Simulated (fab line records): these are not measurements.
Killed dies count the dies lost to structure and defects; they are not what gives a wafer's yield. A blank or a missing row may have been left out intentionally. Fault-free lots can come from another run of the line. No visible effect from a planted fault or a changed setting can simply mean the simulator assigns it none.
What tool caused it? / flow n5Finfet / 10 lots with 30 wafers sampled at 2 steps, on a route of 1938 steps

WHAT THE GAUGES READ, wafer by wafer
N5_BEOL_M9_THK_MEAS_01.
lot=L425; measured=day 9 19:34; on=filmMetro-01; M9_ILD_THK (nm)=268 269 272
lot=L424; measured=day 10 03:03; on=filmMetro-01; M9_ILD_THK (nm)=265 266 271
lot=L431; measured=day 11 22:10; on=filmMetro-01; M9_ILD_THK (nm)=265 267 273
lot=L436; measured=day 13 01:19; on=filmMetro-01; M9_ILD_THK (nm)=264 271 269
lot=L437; measured=day 13 01:07; on=filmMetro-02; M9_ILD_THK (nm)=262 260 267
lot=L438; measured=day 13 09:08; on=filmMetro-02; M9_ILD_THK (nm)=265 267 267
lot=L439; measured=day 13 16:30; on=filmMetro-02; M9_ILD_THK (nm)=266 268 268
lot=L444; measured=day 15 09:22; on=filmMetro-01; M9_ILD_THK (nm)=267 270 270
lot=L446; measured=day 15 09:56; on=filmMetro-01; M9_ILD_THK (nm)=263 266 266
lot=L447; measured=day 15 20:37; on=filmMetro-01; M9_ILD_THK (nm)=262 272 269

EACH LOT AND THE TOOL THAT RAN IT (in order: tool; ch and the chambers of the sampled wafers; start)
lot=L425; N5_BEOL_M8_SPUTTER_48=pvdSputter-02, day 9 17:51
lot=L424; N5_BEOL_M8_SPUTTER_48=pvdSputter-01, day 10 01:18
lot=L431; N5_BEOL_M8_SPUTTER_48=pvdSputter-03, day 11 19:58
lot=L436; N5_BEOL_M8_SPUTTER_48=pvdSputter-03, day 12 23:14
lot=L437; N5_BEOL_M8_SPUTTER_48=pvdSputter-03, day 12 23:32
lot=L438; N5_BEOL_M8_SPUTTER_48=pvdSputter-03, day 13 07:32
lot=L439; N5_BEOL_M8_SPUTTER_48=pvdSputter-02, day 13 14:28
lot=L444; N5_BEOL_M8_SPUTTER_48=pvdSputter-01, day 15 06:49
lot=L446; N5_BEOL_M8_SPUTTER_48=pvdSputter-03, day 15 08:13
lot=L447; N5_BEOL_M8_SPUTTER_48=pvdSputter-02, day 15 18:55
- N5_BEOL_M8_SPUTTER_48: material Cu, target thk 10 nm, time 1.667 s.

THE ANSWER, worked out from the rows above alone
Rule: the usual values come from the lots themselves. The widest of any qualifying gaps counts: lots, ordered by their means at a reading, are off when they make up no more than a third of the lots, leave a main group of 4 or more, and stand apart from it by 3 or more times the standard deviation of that group's means. The tables above print the reading to a certain number of digits; a main group whose means all agree to those digits is not used. Also off: a lot with no number at a reading for which 4 or more lots have one. Where the step has rows for the other lots, those lots are counted as sound.
Nothing can be told from this: no lot is off at any reading shown.

WHAT THE SIMULATOR PUT IN
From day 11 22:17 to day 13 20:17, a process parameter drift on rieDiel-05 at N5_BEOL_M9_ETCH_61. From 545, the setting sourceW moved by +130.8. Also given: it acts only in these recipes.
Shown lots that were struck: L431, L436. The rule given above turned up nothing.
